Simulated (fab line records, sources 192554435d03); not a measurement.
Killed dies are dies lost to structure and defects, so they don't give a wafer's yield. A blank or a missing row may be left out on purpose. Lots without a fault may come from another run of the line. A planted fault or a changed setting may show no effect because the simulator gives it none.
fab line records | flow n5_finfet
record lots=7 wafers=39
route steps=1938 shown WELL_APT@32 SD_ACTIVATION@331 HKMG_FIN@442 GATE_CUT@466 MOL_CONTACT_COAG@588 BEOL_M4@1111
start_h: hours from the record's first day to the start of the lot's first wafer shown | wait_h: hours since the lot's step before | " the same as in the row above | L1.1+2: a row that stands for several wafers | - no value, or no start given | * or withheld: withheld | < > ~ a bound
route shown NAME@n: a module of which the file shows steps, and the number in the route of the first | usual: mean/standard deviation of fault-free wafers | same: alike in all rows | chamber/n: place in a boat | sites: the reading at each site | _std_site: their standard deviation | _edge_site: outer sites' mean less inner sites' | radius_mm: how far each site lies from the wafer's centre | mask NAME#n: copy n | behind: the tool/chamber that last shaped the wafer | hold: why the lot was held/for how many hours/how that ended | device: the transistor (n, p or np) that didn't switch | end of line: the same wafers' tests at the end of the route | a step without rows: its recipe alone | killed: dies lost to structure and defects at the first sort, not the wafer's yield | map: a wafer's dies, x killed, . not, _ none there
set.NAME: the setting as run; set.NAME@STEP: as run at that earlier step | model.NAME: the simulator's own value behind a step, which no gauge read
lots whose settings were changed on purpose; a table a step, a row a wafer
## steps
# step N5_WELL_APT_IMPLANT_14
# recipe species=P energy_kev=160 dose_cm2=1.5e+13 tilt_deg=0 rotation_deg=0
# step N5_SD_ACTIVATION_LSA_01
# recipe temp_c=1080 time_s=0.0008 ambient=N2
# step N5_HKMG_FIN_ALD_91
# recipe material=TiN target_thk_a=10 temp_c=400 ald_precursor_family=TiCl4 ald_co_reactant=NH3 pulse_time_s=1 purge_time_s=3 co_reactant_purge_time_s=2 co_reactant_pulse_time_s=2 ald_cycles=47 pressure_torr=3
# step N5_GATE_CUT_ETCH_56
# recipe chemistry=Cl2/Ar target=TiN target_depth_a=216 pressure_mtorr=10 icp_w=600 bias_w=60 Cl2_flow_sccm=40 Ar_flow_sccm=60
# step N5_MOL_CONTACT_COAG_ETCH_47
# recipe chemistry=CH3F/O2 target=SiNx target_depth_a=270 mask_material=SiO2 stop_on=W over_etch_frac=0.2 ion_energy_ev=120 endpoint=OES-CN pressure_mtorr=30 source_w=395 bias_w=73 Ar_flow_sccm=150 CH3F_flow_sccm=30 O2_flow_sccm=20 ends=end_point
# step N5_MOL_CONTACT_COAG_ETCHBACK_134
# recipe chemistry=CHF3 target=SiO2 target_depth_a=100 time_s=6.7 ion_energy_ev=200 pressure_mtorr=30 source_w=610 bias_w=170 Ar_flow_sccm=200 CHF3_flow_sccm=50
# step N5_BEOL_M4_RC_MEAS_101
# usual IOFF_N_LONG=5.5e-05/2.7e-06 RC_DENSE_N=19.0/0.33 RC_N=15.45/0.25 REXT_N=74.7/1.6 RS_NWELL=1038/7 RS_SD_N=28.4/0.38 VT_N=249.7/2.6 VT_N_LONG=275.1/2.3 VT_N_LVT=98.2/2.7
# columns lot.wafer tool chamber start_h wait_h set.energy_kev@WELL_APT_IMPLANT_14 set.temp_c@SD_ACTIVATION_LSA_01 set.ald_cycles@HKMG_FIN_ALD_91 set.bias_w@GATE_CUT_ETCH_56 set.source_w@MOL_CONTACT_COAG_ETCH_47 set.time_s@MOL_CONTACT_COAG_ETCHBACK_134 IOFF_N_LONG[nA/um] RC_DENSE_N[ohm.um] RC_N[ohm.um] REXT_N[ohm.um] RS_NWELL[ohm/sq] RS_SD_N[ohm/sq] VT_N[mV] VT_N_LONG[mV] VT_N_LVT[mV]
L080.1 prober-02 0 208.24 0.0 160 1080 47 60 395 6.7 5.69e-05 19.2 15.71 74.2 1038 28.4 252.0 275.7 97.0
L080.2 " 0 " " 160 1080 47 52.25 395 6.7 5.73e-05 19.0 15.45 73.4 1037 28.7 252.2 272.3 97.1
L080.3 " 0 " " 160 1088 47 60 395 6.7 5.57e-05 17.9 14.72 72.7 1035 27.4 251.5 272.7 95.8
L080.4 " 0 " " 160 1088 47 60 442.6 6.7 5.76e-05 17.9 14.67 72.0 1037 27.3 247.7 272.3 93.2
L080.5 " 0 " " 160 1088 47 52.25 442.6 6.7 5.65e-05 18.1 14.72 72.1 1039 27.3 251.7 270.2 97.0
L080.6 " 0 " " 160 1080 47 52.25 442.6 6.7 5.64e-05 19.1 15.44 74.4 1024 28.4 247.7 273.4 94.7
L088.1 prober-02 0 258.55 0.0 160 1080 49 60 395 6.7 4.64e-05 18.4 15.12 75.4 1043 29.0 257.6 281.0 104.4
L088.2 " 0 " " 177.5 1080 49 60 422.6 6.7 4.76e-05 19.1 15.62 75.2 998 28.7 258.7 282.4 107.0
L088.3 " 0 " " 177.5 1097 47 60 395 6.7 5.26e-05 17.4 14.30 71.3 984 26.4 248.2 276.6 98.6
L088.4 " 0 " " 177.5 1097 49 60 422.6 6.7 4.67e-05 17.6 14.24 71.7 989 26.5 258.2 281.6 104.0
L088.5 " 0 " " 160 1097 47 60 395 6.7 5.28e-05 17.8 14.44 72.3 1043 26.4 249.8 277.6 100.7
L088.6 " 0 " " 160 1080 47 60 422.6 6.7 5.27e-05 18.6 15.07 74.7 1043 28.0 249.8 275.9 99.2
L091.1 prober-02 0 271.91 0.0 160 1080 47 60 395 6.7 5.56e-05 18.9 15.42 76.4 1041 28.4 248.4 273.8 97.3
L091.2 " 0 " " 160 1080 47 60 395 6.7 5.69e-05 18.6 15.31 76.0 1046 28.6 248.2 275.2 97.9
L091.5 " 0 " " 160 1080 47 60 395 6.7 5.83e-05 18.8 15.20 75.1 1033 28.5 248.6 269.9 97.3
L094.1 prober-02 0 290.68 0.0 160 1080 44 69.24 395 6.7 6.52e-05 19.3 15.65 75.8 1027 29.0 242.5 267.2 89.8
L094.2 " 0 " " 160 1080 44 60 395 6.7 6.51e-05 19.4 15.61 75.3 1021 28.3 241.7 267.0 89.7
L094.3 " 0 " " 148.5 1080 47 69.24 395 6.7 5.35e-05 19.4 15.73 74.6 1064 28.5 248.8 275.3 97.7
L094.4 " 0 " " 148.5 1080 44 69.24 395 6.7 6.64e-05 19.2 15.53 75.3 1074 28.4 238.8 266.0 89.8
L094.5 " 0 " " 160 1080 47 60 395 6.7 5.37e-05 19.3 15.77 75.3 1025 28.1 248.3 277.1 96.7
L094.6 " 0 " " 148.5 1080 47 60 395 6.7 5.37e-05 19.3 15.78 75.8 1068 28.8 247.3 275.3 96.8
L095.1 prober-01 0 298.21 0.0 141.2 1092 47 55.2 395 6.7 5.36e-05 17.8 14.37 71.3 1124 26.5 251.4 279.4 96.4
L095.2 " 0 " " 141.2 1080 47 60 395 7.489 5.32e-05 18.8 15.39 73.2 1129 28.2 251.8 277.1 96.5
L095.3 " 0 " " 160 1092 47 55.2 395 7.489 5.32e-05 17.3 14.29 71.4 1037 26.9 251.7 276.2 99.1
L095.4 " 0 " " 160 1080 47 60 395 6.7 5.4e-05 18.7 15.34 73.8 1017 28.0 254.0 274.7 101.8
L095.5 " 0 " " 141.2 1092 47 60 395 7.489 5.41e-05 17.9 14.46 71.3 1117 26.9 252.0 276.9 99.0
L095.6 " 0 " " 160 1080 47 55.2 395 6.7 5.29e-05 19.1 15.47 74.0 1040 28.6 250.0 279.3 95.9
L096.1 prober-02 0 310.36 0.0 160 1066 47 60 395 5.283 5.51e-05 20.3 16.40 77.5 1041 29.9 250.4 273.3 98.3
L096.2 " 0 " " 160 1066 45 56.2 453.1 5.283 6.33e-05 20.6 16.80 78.1 1036 29.9 247.4 270.3 97.0
L096.3 " 0 " " 178.8 1066 47 60 453.1 6.7 5.44e-05 19.8 16.15 78.4 976 30.2 250.2 275.5 100.2
L096.4 " 0 " " 160 1080 45 60 395 6.7 6.24e-05 18.7 15.25 76.8 1044 28.8 245.5 271.5 97.5
L096.5 " 0 " " 178.8 1080 47 56.2 453.1 5.283 5.5e-05 19.0 15.41 76.5 985 28.9 251.5 272.9 100.9
L096.6 " 0 " " 178.8 1080 45 56.2 395 6.7 6.32e-05 19.2 15.57 76.4 973 28.6 247.5 271.1 97.7
L097.1 prober-02 0 316.72 0.0 160 1080 47 60 395 5.678 5.13e-05 19.1 15.69 77.7 1045 28.5 251.8 275.8 103.0
L097.2 " 0 " " 142.2 1080 47 60 374.5 5.678 5.14e-05 19.0 15.41 76.2 1104 28.7 250.2 276.5 101.5
L097.3 " 0 " " 160 1080 47 60 395 5.678 5.21e-05 19.0 15.62 76.1 1046 28.6 251.8 276.7 103.0
L097.4 " 0 " " 160 1080 47 60 374.5 6.7 5.21e-05 18.6 15.09 76.6 1028 28.4 254.3 277.1 103.5
L097.5 " 0 " " 142.2 1080 47 60 395 6.7 5.26e-05 18.6 15.15 75.8 1115 28.5 251.0 273.7 102.2
L097.6 " 0 " " 142.2 1080 47 60 374.5 6.7 5.18e-05 18.7 15.18 76.4 1112 28.1 250.5 276.3 105.5
## key
split step=N5_WELL_APT_IMPLANT_14 setting=energy_kev stated_as=160
response step=N5_BEOL_M4_RC_MEAS_101 reading=RS_NWELL slope=-6.21 per=1% together_with=all explained=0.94
split step=N5_SD_ACTIVATION_LSA_01 setting=temp_c stated_as=1080
response step=N5_BEOL_M4_RC_MEAS_101 reading=RS_SD_N slope=-1.28 per=1% together_with=all explained=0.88
response step=N5_BEOL_M4_RC_MEAS_101 reading=RC_N slope=-0.755 per=1% together_with=all explained=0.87
response step=N5_BEOL_M4_RC_MEAS_101 reading=RC_DENSE_N slope=-0.921 per=1% together_with=all explained=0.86
response step=N5_BEOL_M4_RC_MEAS_101 reading=REXT_N slope=-1.93 per=1% together_with=all explained=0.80
split step=N5_HKMG_FIN_ALD_91 setting=ald_cycles stated_as=47
response step=N5_BEOL_M4_RC_MEAS_101 reading=IOFF_N_LONG slope=-1.77e-06 per=1% together_with=all explained=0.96
response step=N5_BEOL_M4_RC_MEAS_101 reading=VT_N slope=+1.28 per=1% together_with=all explained=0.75
response step=N5_BEOL_M4_RC_MEAS_101 reading=VT_N_LONG slope=+1.22 per=1% together_with=all explained=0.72
response step=N5_BEOL_M4_RC_MEAS_101 reading=VT_N_LVT slope=+1.07 per=1% together_with=all explained=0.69
split step=N5_GATE_CUT_ETCH_56 setting=bias_w stated_as=60
response none clear
split step=N5_MOL_CONTACT_COAG_ETCH_47 setting=source_w stated_as=395
response none clear
split step=N5_MOL_CONTACT_COAG_ETCHBACK_134 setting=time_s stated_as=6.7
response none clear
